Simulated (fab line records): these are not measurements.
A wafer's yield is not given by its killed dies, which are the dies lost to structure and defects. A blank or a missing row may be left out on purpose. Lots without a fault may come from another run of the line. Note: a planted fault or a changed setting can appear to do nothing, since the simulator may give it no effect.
Matching of chambers | flow n5-finfet | rie-diel-04 running N5_SD_EPI_P_ETCH_36: 4 sister chambers
The step etches SiARC in CF4, target depth 45.5 nm, time 75.8 s. 4 wafers are shown with their chamber, then 9 later ones without.

## WAFERS PAIRED WITH THEIR CHAMBERS
wafer  | chamber | showerhead-plenum-p-Torr (Torr)
L081.3 | 0       | 2.12
L082.5 | 1       | 2.11
L091.5 | 3       | 2.22
L091.6 | 2       | 2.06

## WAFERS MISSING THEIR CHAMBER
wafer  | showerhead-plenum-p-Torr (Torr)
L092.1 | 2.06
L092.2 | 2.22
L092.5 | 2.11
L094.3 | 2.11
L094.4 | 2.06
L094.5 | 2.11
L096.2 | 2.10
L096.3 | 2.05
L096.4 | 2.22

## WHICH CHAMBER EACH WENT THROUGH
wafer  | from the rows above | in truth
L092.1 | 2                   | 2
L092.2 | 3                   | 3
L092.5 | 1                   | 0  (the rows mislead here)
L094.3 | 1                   | 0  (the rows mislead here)
L094.4 | 2                   | 2
L094.5 | 1                   | 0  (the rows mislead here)
L096.2 | 1                   | 1
L096.3 | 2                   | 2
L096.4 | 3                   | 3
Correct placement for 6 of the 9. Can't be placed from these rows: 0. 3 placed wrongly.
How it was worked out, from the rows above alone: a wafer's distance from a chamber is the root of the sum, over the readings, of the square of ((its reading less the chamber's mean) divided by the reading's scatter). The wafer belongs to the nearest chamber; if the next one is less than 2 further off, it can't be placed. Each chamber's mean is taken over the wafers shown for it. The scatter (one wafer shown for each chamber): square how far every hidden wafer sits from the nearest shown wafer, average those squares and take the square root.
